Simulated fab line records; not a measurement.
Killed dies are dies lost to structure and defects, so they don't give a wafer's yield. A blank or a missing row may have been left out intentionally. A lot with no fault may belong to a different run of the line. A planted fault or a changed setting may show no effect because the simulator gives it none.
Which tool did it? + flow nand_harc + at 1 step of a route of 1159, 24 lots with 72 wafers sampled

== WHAT EACH GAUGE READ, for each wafer ==
NHARC_P_ZERO_WELL_CD_MEAS_52 targets a cd of 2000 nm.
| lot  | measured    | on        | cd_nm (nm)           |
|------|-------------|-----------|----------------------|
| L074 | day 1 18:01 | cd_sem-03 | 2001.8 1997.7 1997.2 |
| L075 | day 2 00:06 | cd_sem-02 | 2001.9 2003.5 2003.2 |
| L076 | day 2 05:58 | cd_sem-02 | 1997.2 1997.2 1996.9 |
| L077 | day 2 11:45 | cd_sem-02 | 1997.6 1998.4 1999.2 |
| L078 | day 2 17:45 | cd_sem-03 | 2002.7 2003.7 2003.1 |
| L079 | day 2 23:37 | cd_sem-02 | 1997.5 1998.2 2000.4 |
| L080 | day 3 05:45 | cd_sem-03 | 1996.6 2002.1 1995.8 |
| L081 | day 3 11:56 | cd_sem-01 | 2000.8 2003.1 2000.5 |
| L082 | day 3 17:38 | cd_sem-01 | 1999.4 2000.0 1997.2 |
| L083 | day 3 23:40 | cd_sem-02 | 2000.6 2000.2 1999.5 |
| L084 | day 4 05:47 | cd_sem-03 | 1996.4 2000.3 1997.4 |
| L085 | day 4 11:43 | cd_sem-01 | 2002.8 2000.6 2002.7 |
| L086 | day 4 18:03 | cd_sem-03 | 2000.6 2003.0 2002.9 |
| L087 | day 5 00:08 | cd_sem-03 | 1997.0 1997.8 1998.5 |
| L088 | day 5 05:38 | cd_sem-01 | 1999.0 2000.5 1998.8 |
| L089 | day 5 11:44 | cd_sem-01 | 1999.1 2004.1 1998.2 |
| L090 | day 5 17:38 | cd_sem-03 | 2001.0 2002.4 2003.3 |
| L091 | day 5 23:47 | cd_sem-03 | 1997.2 2001.3 2001.4 |
| L092 | day 6 05:45 | cd_sem-02 | 2000.2 1997.5 1996.7 |
| L093 | day 6 11:46 | cd_sem-03 | 2003.9 2004.0 2003.5 |
| L094 | day 6 17:28 | cd_sem-01 | 2000.8 2002.0 2000.7 |
| L095 | day 6 23:53 | cd_sem-01 | 1998.7 1998.2 1997.3 |
| L096 | day 7 05:44 | cd_sem-02 | 2001.1 1999.1 1996.9 |
| L097 | day 7 11:32 | cd_sem-02 | 2001.3 2000.7 1999.6 |

== WHAT TOOL EACH LOT RAN ON (gives the tool, then ch and the chambers of the sampled wafers, and finally the start) ==
Record: no process step prior to these readings.

== AS READ BY THE TOOLS THEMSELVES (means over the sampled wafers that have a number; for cases with no such wafer, the mark the record gives instead) ==
The record holds no such reading with a usual standard deviation.

== THE ANSWER, worked out from the rows above alone ==
Rule: usual is defined by the lots themselves. Put in order of their means at a reading, lots are off if they are a third of the lots or fewer, leave a main group of 4 or more, and stand apart from it by a gap of 3 or more times the standard deviation of the main group's means; of several such gaps the widest counts. A main group whose means are all the same, to the digits that the tables above print for the reading, isn't used. A lot without any number at a reading at which 4 lots or more have one is off too. Any other lot the step has rows for is counted as sound. Order of review: gauges by route order, followed by the tools' own readings, for which a lot's mean as printed above is used. At the first step where some lot is off, the reading lying furthest off is the one used; lots without a number count as furthest.
Nothing can be told from this: no lot is off at any reading shown.

== WHAT THE SIMULATOR HAD INSERTED ==
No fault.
